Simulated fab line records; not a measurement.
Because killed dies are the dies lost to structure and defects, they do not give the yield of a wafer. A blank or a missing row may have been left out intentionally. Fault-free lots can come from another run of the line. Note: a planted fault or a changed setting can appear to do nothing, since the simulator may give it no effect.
Which tool is to blame? || flow nand-harc || 12 lots, 35 wafers sampled, at 5 steps of a route of 1159

== WHAT EACH GAUGE READ, for each wafer ==
NHARC_END_SORT_01. Usual: killed-at-array 29, standard deviation 10; killed-at-other 0.7, standard deviation 1.1; killed-at-periphery 3.2, standard deviation 2.2; killed-dies 33, standard deviation 11; killed-open 3.5, standard deviation 1.8; killed-short 2.0, standard deviation 1.4.
{"lot": "L461", "measured": "day 23 08:43", "on": "prober-01", "killed-at-array": "23 30 23", "killed-at-other": "2 3 3", "killed-at-periphery": "3 1 3", "killed-dies": "28 34 29", "killed-open": "5 2 5", "killed-short": "1 1 1", "flag": ""}

== TOOL THAT RAN EACH LOT (tool first, then ch and the chambers of the sampled wafers, then the start) ==
{"lot": "L445", "NHARC_A_CONTACT_ETCH_110": "rie-diel-01 ch 0,2, day 17 11:32", "NHARC_A_BLC_ETCH_17": "rie-diel-02 ch 0,1,2, day 17 16:45 or earlier", "NHARC_A_BLC_ALD_23": "ald-metal-03 ch 0,1,3, day 17 16:45", "NHARC_A_BLC_CVD_24": "cvd-w-01 ch 0,1, no start"}
{"lot": "L447", "NHARC_A_CONTACT_ETCH_110": "rie-diel-13 ch 0,3, day 17 20:23", "NHARC_A_BLC_ETCH_17": "rie-diel-02 ch 1,2, day 18 04:20 or earlier", "NHARC_A_BLC_ALD_23": "ald-metal-01 ch 2,3, day 18 04:20", "NHARC_A_BLC_CVD_24": "cvd-w-02 ch 0,1, no start"}
{"lot": "L449", "NHARC_A_CONTACT_ETCH_110": "rie-diel-13 ch 0,2,3, day 18 12:55", "NHARC_A_BLC_ETCH_17": "rie-diel-02 ch 1,2,3, day 18 19:31 or earlier", "NHARC_A_BLC_ALD_23": "ald-metal-03 ch 0,2,3, day 18 19:31", "NHARC_A_BLC_CVD_24": "cvd-w-02 ch 0,1, no start"}
{"lot": "L453", "NHARC_A_CONTACT_ETCH_110": "rie-diel-07 ch 0,3, day 19 09:47", "NHARC_A_BLC_ETCH_17": "rie-diel-09 ch 1,3, day 19 18:50 or earlier", "NHARC_A_BLC_ALD_23": "ald-metal-03 ch 1,2,3, day 19 18:50", "NHARC_A_BLC_CVD_24": "cvd-w-02 ch 0,1, no start"}
{"lot": "L454", "NHARC_A_CONTACT_ETCH_110": "rie-diel-07 ch 1,3, day 20 01:44", "NHARC_A_BLC_ETCH_17": "rie-diel-08 ch 1,2, day 20 06:37 or earlier", "NHARC_A_BLC_ALD_23": "ald-metal-03 ch 0,1, day 20 06:37", "NHARC_A_BLC_CVD_24": "cvd-w-02 ch 0,1, no start"}
{"lot": "L459", "NHARC_A_CONTACT_ETCH_110": "rie-diel-13 ch 1,3, day 20 09:17", "NHARC_A_BLC_ETCH_17": "rie-diel-09 ch 0,1,3, day 20 14:10 or earlier", "NHARC_A_BLC_ALD_23": "ald-metal-01 ch 0,3, day 20 14:10", "NHARC_A_BLC_CVD_24": "cvd-w-02 ch 1, no start"}
{"lot": "L461", "NHARC_A_CONTACT_ETCH_110": "rie-diel-13 ch 1,2, day 21 02:47", "NHARC_A_BLC_ETCH_17": "rie-diel-02 ch 1,2,3, day 21 16:20 or earlier", "NHARC_A_BLC_ALD_23": "ald-metal-01 ch 0,3, day 21 16:20", "NHARC_A_BLC_CVD_24": "cvd-w-02 ch 0,1, day 23 08:43 or earlier"}
{"lot": "L464", "NHARC_A_CONTACT_ETCH_110": "rie-diel-07 ch 0,2,3, day 21 21:05", "NHARC_A_BLC_ETCH_17": "rie-diel-09 ch 0,2,3, day 22 05:04 or earlier", "NHARC_A_BLC_ALD_23": "ald-metal-02 ch 1,2,3, day 22 05:04", "NHARC_A_BLC_CVD_24": "cvd-w-01 ch 0,1, no start"}
{"lot": "L465", "NHARC_A_CONTACT_ETCH_110": "rie-diel-13 ch 0,1,2, day 21 23:26", "NHARC_A_BLC_ETCH_17": "rie-diel-09 ch 0,2,3, day 22 12:28 or earlier", "NHARC_A_BLC_ALD_23": "ald-metal-02 ch 1,2, day 22 12:28", "NHARC_A_BLC_CVD_24": "cvd-w-01 ch 0,1, no start"}
{"lot": "L466", "NHARC_A_CONTACT_ETCH_110": "rie-diel-01 ch 0,1,3, day 22 20:09", "NHARC_A_BLC_ETCH_17": "rie-diel-02 ch 1,2, day 23 01:06 or earlier", "NHARC_A_BLC_ALD_23": "ald-metal-03 ch 0,1,2, day 23 01:06", "NHARC_A_BLC_CVD_24": "cvd-w-01 ch 0,1, no start"}
{"lot": "L467", "NHARC_A_CONTACT_ETCH_110": "rie-diel-13 ch 0,1,3, day 22 23:28", "NHARC_A_BLC_ETCH_17": "rie-diel-09 ch 1,3, day 23 04:25 or earlier", "NHARC_A_BLC_ALD_23": "ald-metal-01 ch 0,2,3, day 23 04:25", "NHARC_A_BLC_CVD_24": "cvd-w-02 ch 0,1, no start"}
{"lot": "L468", "NHARC_A_CONTACT_ETCH_110": "rie-diel-07 ch 0,2,3, day 23 04:32", "NHARC_A_BLC_ETCH_17": "rie-diel-02 ch 0,1,2, day 23 09:28 or earlier", "NHARC_A_BLC_ALD_23": "ald-metal-01 ch 0,2,3, day 23 09:28", "NHARC_A_BLC_CVD_24": "cvd-w-02 ch 0,1, no start"}
- NHARC_A_CONTACT_ETCH_110: etches the open film in CF4/O2, target depth 50 nm, overetch 5 nm, time 27.5 s.
- NHARC_A_BLC_ETCH_17: etches the open film in N2/H2, target depth 390 nm, time 609.38 s.
- NHARC_A_BLC_ALD_23: deposits TiN, target thk 3 nm, pulse time 1 s, ald cycles 150.
- NHARC_A_BLC_CVD_24: deposits W, target thk 150 nm, time 434 s.

== AS READ BY THE TOOLS THEMSELVES (means over the sampled wafers that have a number; for cases with no such wafer, the mark the record gives instead) ==
NHARC_A_CONTACT_ETCH_110. Usual: drypump-motor-current-A 5.7 A, standard deviation 0.42; oes_o_777_au 1.001 a.u., standard deviation 0.0041; oes-product-au 0.999 a.u., standard deviation 0.0099; rf-vpp-V 197.4 V, standard deviation 1.4; showerhead-plenum-p-Torr 1.32 Torr, standard deviation 0.054; throttle-valve-pct 13.397 %, standard deviation 0.0081.
{"lot": "L445", "tool": "rie-diel-01", "drypump-motor-current-A (A)": 6.3, "oes_o_777_au (a.u.)": 1.001, "oes-product-au (a.u.)": 1.002, "rf-vpp-V (V)": 197.5, "showerhead-plenum-p-Torr (Torr)": 1.32, "throttle-valve-pct (%)": 13.405, "flag": ""}
{"lot": "L447", "tool": "rie-diel-13", "drypump-motor-current-A (A)": 5.7, "oes_o_777_au (a.u.)": 1.001, "oes-product-au (a.u.)": 1.002, "rf-vpp-V (V)": 197.8, "showerhead-plenum-p-Torr (Torr)": 1.33, "throttle-valve-pct (%)": 13.402, "flag": ""}
{"lot": "L449", "tool": "rie-diel-13", "drypump-motor-current-A (A)": 5.7, "oes_o_777_au (a.u.)": 1.003, "oes-product-au (a.u.)": 1.009, "rf-vpp-V (V)": 197.8, "showerhead-plenum-p-Torr (Torr)": 1.30, "throttle-valve-pct (%)": 13.398, "flag": ""}
{"lot": "L453", "tool": "rie-diel-07", "drypump-motor-current-A (A)": 5.6, "oes_o_777_au (a.u.)": 1.003, "oes-product-au (a.u.)": 1.000, "rf-vpp-V (V)": 198.9, "showerhead-plenum-p-Torr (Torr)": 1.38, "throttle-valve-pct (%)": 13.389, "flag": ""}
{"lot": "L454", "tool": "rie-diel-07", "drypump-motor-current-A (A)": 5.4, "oes_o_777_au (a.u.)": 1.003, "oes-product-au (a.u.)": 0.994, "rf-vpp-V (V)": 197.0, "showerhead-plenum-p-Torr (Torr)": 1.31, "throttle-valve-pct (%)": 13.401, "flag": ""}
{"lot": "L459", "tool": "rie-diel-13", "drypump-motor-current-A (A)": 5.6, "oes_o_777_au (a.u.)": 1.000, "oes-product-au (a.u.)": 1.002, "rf-vpp-V (V)": 196.8, "showerhead-plenum-p-Torr (Torr)": 1.30, "throttle-valve-pct (%)": 13.401, "flag": ""}
{"lot": "L461", "tool": "rie-diel-13", "drypump-motor-current-A (A)": 5.8, "oes_o_777_au (a.u.)": 1.001, "oes-product-au (a.u.)": 0.995, "rf-vpp-V (V)": 196.6, "showerhead-plenum-p-Torr (Torr)": 1.28, "throttle-valve-pct (%)": 13.404, "flag": ""}
{"lot": "L464", "tool": "rie-diel-07", "drypump-motor-current-A (A)": 5.7, "oes_o_777_au (a.u.)": 0.996, "oes-product-au (a.u.)": 0.996, "rf-vpp-V (V)": 199.0, "showerhead-plenum-p-Torr (Torr)": 1.35, "throttle-valve-pct (%)": 13.397, "flag": ""}
{"lot": "L465", "tool": "rie-diel-13", "drypump-motor-current-A (A)": 5.5, "oes_o_777_au (a.u.)": 1.000, "oes-product-au (a.u.)": 1.009, "rf-vpp-V (V)": 195.4, "showerhead-plenum-p-Torr (Torr)": 1.27, "throttle-valve-pct (%)": 13.400, "flag": ""}
{"lot": "L466", "tool": "rie-diel-01", "drypump-motor-current-A (A)": 5.7, "oes_o_777_au (a.u.)": 1.001, "oes-product-au (a.u.)": 0.998, "rf-vpp-V (V)": 198.4, "showerhead-plenum-p-Torr (Torr)": 1.33, "throttle-valve-pct (%)": 13.398, "flag": ""}
{"lot": "L467", "tool": "rie-diel-13", "drypump-motor-current-A (A)": 5.5, "oes_o_777_au (a.u.)": 1.000, "oes-product-au (a.u.)": 0.999, "rf-vpp-V (V)": 197.0, "showerhead-plenum-p-Torr (Torr)": 1.30, "throttle-valve-pct (%)": 13.392, "flag": ""}
{"lot": "L468", "tool": "rie-diel-07", "drypump-motor-current-A (A)": 5.7, "oes_o_777_au (a.u.)": 1.004, "oes-product-au (a.u.)": 0.997, "rf-vpp-V (V)": 197.0, "showerhead-plenum-p-Torr (Torr)": 1.35, "throttle-valve-pct (%)": 13.400, "flag": ""}

NHARC_A_BLC_ETCH_17. Usual: drypump-motor-current-A 5.7 A, standard deviation 0.45; oes-product-au 0.996 a.u., standard deviation 0.0096; rf-vpp-V 430.4 V, standard deviation 2.5; showerhead-plenum-p-Torr 2.04 Torr, standard deviation 0.086; throttle-valve-pct 14.172 %, standard deviation 0.0092.
{"lot": "L445", "tool": "rie-diel-02", "drypump-motor-current-A (A)": 5.3, "oes-product-au (a.u.)": 0.994, "rf-vpp-V (V)": 430.8, "showerhead-plenum-p-Torr (Torr)": 2.05, "throttle-valve-pct (%)": 14.169, "flag": ""}
{"lot": "L447", "tool": "rie-diel-02", "drypump-motor-current-A (A)": 5.1, "oes-product-au (a.u.)": 0.998, "rf-vpp-V (V)": 429.3, "showerhead-plenum-p-Torr (Torr)": 2.02, "throttle-valve-pct (%)": 14.166, "flag": ""}
{"lot": "L449", "tool": "rie-diel-02", "drypump-motor-current-A (A)": 5.3, "oes-product-au (a.u.)": 0.995, "rf-vpp-V (V)": 429.2, "showerhead-plenum-p-Torr (Torr)": 1.97, "throttle-valve-pct (%)": 14.174, "flag": ""}
{"lot": "L453", "tool": "rie-diel-09", "drypump-motor-current-A (A)": 6.1, "oes-product-au (a.u.)": 1.000, "rf-vpp-V (V)": 432.3, "showerhead-plenum-p-Torr (Torr)": 2.12, "throttle-valve-pct (%)": 14.175, "flag": ""}
{"lot": "L454", "tool": "rie-diel-08", "drypump-motor-current-A (A)": 5.8, "oes-product-au (a.u.)": 0.998, "rf-vpp-V (V)": 429.4, "showerhead-plenum-p-Torr (Torr)": 1.96, "throttle-valve-pct (%)": 14.164, "flag": ""}
{"lot": "L459", "tool": "rie-diel-09", "drypump-motor-current-A (A)": 6.1, "oes-product-au (a.u.)": 1.000, "rf-vpp-V (V)": 431.8, "showerhead-plenum-p-Torr (Torr)": 2.09, "throttle-valve-pct (%)": 14.171, "flag": ""}
{"lot": "L461", "tool": "rie-diel-02", "drypump-motor-current-A (A)": 5.3, "oes-product-au (a.u.)": 0.991, "rf-vpp-V (V)": 429.1, "showerhead-plenum-p-Torr (Torr)": 1.97, "throttle-valve-pct (%)": 14.177, "flag": ""}
{"lot": "L464", "tool": "rie-diel-09", "drypump-motor-current-A (A)": 6.0, "oes-product-au (a.u.)": 1.001, "rf-vpp-V (V)": 431.7, "showerhead-plenum-p-Torr (Torr)": 2.08, "throttle-valve-pct (%)": 14.168, "flag": ""}
{"lot": "L465", "tool": "rie-diel-09", "drypump-motor-current-A (A)": 6.0, "oes-product-au (a.u.)": 0.994, "rf-vpp-V (V)": 431.6, "showerhead-plenum-p-Torr (Torr)": 2.08, "throttle-valve-pct (%)": 14.157, "flag": ""}
{"lot": "L466", "tool": "rie-diel-02", "drypump-motor-current-A (A)": 5.0, "oes-product-au (a.u.)": 1.003, "rf-vpp-V (V)": 430.0, "showerhead-plenum-p-Torr (Torr)": 2.01, "throttle-valve-pct (%)": 14.184, "flag": ""}
{"lot": "L467", "tool": "rie-diel-09", "drypump-motor-current-A (A)": 6.3, "oes-product-au (a.u.)": 0.997, "rf-vpp-V (V)": 431.8, "showerhead-plenum-p-Torr (Torr)": 2.09, "throttle-valve-pct (%)": 14.170, "flag": ""}
{"lot": "L468", "tool": "rie-diel-02", "drypump-motor-current-A (A)": 5.3, "oes-product-au (a.u.)": 0.997, "rf-vpp-V (V)": 430.6, "showerhead-plenum-p-Torr (Torr)": 2.04, "throttle-valve-pct (%)": 14.159, "flag": ""}

NHARC_A_BLC_ALD_23. Usual: heater-power-outer-w 668 W, standard deviation 65; heater-power-w 1069 W, standard deviation 88; precursor-pulse-height-rel 0.999, standard deviation 0.019.
{"lot": "L445", "tool": "ald-metal-03", "heater-power-outer-w (W)": 647, "heater-power-w (W)": 1008, "precursor-pulse-height-rel": 1.015, "flag": ""}
{"lot": "L447", "tool": "ald-metal-01", "heater-power-outer-w (W)": 760, "heater-power-w (W)": 1199, "precursor-pulse-height-rel": 0.985, "flag": ""}
{"lot": "L449", "tool": "ald-metal-03", "heater-power-outer-w (W)": 673, "heater-power-w (W)": 1092, "precursor-pulse-height-rel": 0.999, "flag": ""}
{"lot": "L453", "tool": "ald-metal-03", "heater-power-outer-w (W)": 668, "heater-power-w (W)": 1069, "precursor-pulse-height-rel": 0.997, "flag": ""}
{"lot": "L454", "tool": "ald-metal-03", "heater-power-outer-w (W)": 666, "heater-power-w (W)": 984, "precursor-pulse-height-rel": 1.006, "flag": ""}
{"lot": "L459", "tool": "ald-metal-01", "heater-power-outer-w (W)": 651, "heater-power-w (W)": 1036, "precursor-pulse-height-rel": 0.985, "flag": ""}
{"lot": "L461", "tool": "ald-metal-01", "heater-power-outer-w (W)": 682, "heater-power-w (W)": 1070, "precursor-pulse-height-rel": 0.997, "flag": ""}
{"lot": "L464", "tool": "ald-metal-02", "heater-power-outer-w (W)": 661, "heater-power-w (W)": 1041, "precursor-pulse-height-rel": 1.017, "flag": ""}
{"lot": "L465", "tool": "ald-metal-02", "heater-power-outer-w (W)": 706, "heater-power-w (W)": 1054, "precursor-pulse-height-rel": 1.003, "flag": ""}
{"lot": "L466", "tool": "ald-metal-03", "heater-power-outer-w (W)": 672, "heater-power-w (W)": 1073, "precursor-pulse-height-rel": 0.997, "flag": ""}
{"lot": "L467", "tool": "ald-metal-01", "heater-power-outer-w (W)": 686, "heater-power-w (W)": 1094, "precursor-pulse-height-rel": 0.996, "flag": ""}
{"lot": "L468", "tool": "ald-metal-01", "heater-power-outer-w (W)": 695, "heater-power-w (W)": 1092, "precursor-pulse-height-rel": 1.016, "flag": ""}

NHARC_A_BLC_CVD_24. Usual: heater-power-outer-w 282 W, standard deviation 49; heater-power-w 496 W, standard deviation 77; throttle-valve-pct 7.95 %, standard deviation 0.17.
{"lot": "L445", "tool": "cvd-w-01", "heater-power-outer-w (W)": 325, "heater-power-w (W)": 556, "throttle-valve-pct (%)": 7.85, "flag": ""}
{"lot": "L447", "tool": "cvd-w-02", "heater-power-outer-w (W)": 242, "heater-power-w (W)": 432, "throttle-valve-pct (%)": 7.82, "flag": ""}
{"lot": "L449", "tool": "cvd-w-02", "heater-power-outer-w (W)": 267, "heater-power-w (W)": 481, "throttle-valve-pct (%)": 8.05, "flag": ""}
{"lot": "L453", "tool": "cvd-w-02", "heater-power-outer-w (W)": 247, "heater-power-w (W)": 435, "throttle-valve-pct (%)": 7.92, "flag": ""}
{"lot": "L454", "tool": "cvd-w-02", "heater-power-outer-w (W)": 261, "heater-power-w (W)": 455, "throttle-valve-pct (%)": 7.97, "flag": ""}
{"lot": "L459", "tool": "cvd-w-02", "heater-power-outer-w (W)": 285, "heater-power-w (W)": 516, "throttle-valve-pct (%)": 7.99, "flag": ""}
{"lot": "L461", "tool": "cvd-w-02", "heater-power-outer-w (W)": 268, "heater-power-w (W)": 483, "throttle-valve-pct (%)": 7.94, "flag": ""}
{"lot": "L464", "tool": "cvd-w-01", "heater-power-outer-w (W)": 324, "heater-power-w (W)": 559, "throttle-valve-pct (%)": 7.92, "flag": ""}
{"lot": "L465", "tool": "cvd-w-01", "heater-power-outer-w (W)": 317, "heater-power-w (W)": 563, "throttle-valve-pct (%)": 8.07, "flag": ""}
{"lot": "L466", "tool": "cvd-w-01", "heater-power-outer-w (W)": 325, "heater-power-w (W)": 564, "throttle-valve-pct (%)": 7.99, "flag": ""}
{"lot": "L467", "tool": "cvd-w-02", "heater-power-outer-w (W)": 247, "heater-power-w (W)": 434, "throttle-valve-pct (%)": 8.00, "flag": ""}
{"lot": "L468", "tool": "cvd-w-02", "heater-power-outer-w (W)": 264, "heater-power-w (W)": 483, "throttle-valve-pct (%)": 8.09, "flag": ""}

== THE ANSWER, worked out from the rows above alone ==
Rule: a lot is off if the mean of its wafers that have a number lies more than 3 standard deviations from the usual mean. A lot without any number at a reading at which 4 lots or more have one is off too. All remaining lots with rows at the step are treated as sound. Order of review: gauges by route order, followed by the tools' own readings, for which a lot's mean as printed above is used. The first step at which some lot is off is used, and at that step the reading that is off furthest; a lot without a number counts as furthest.
No lot is off at any reading shown: from this, nothing can be told.

== WHAT THE SIMULATOR HAD INSERTED ==
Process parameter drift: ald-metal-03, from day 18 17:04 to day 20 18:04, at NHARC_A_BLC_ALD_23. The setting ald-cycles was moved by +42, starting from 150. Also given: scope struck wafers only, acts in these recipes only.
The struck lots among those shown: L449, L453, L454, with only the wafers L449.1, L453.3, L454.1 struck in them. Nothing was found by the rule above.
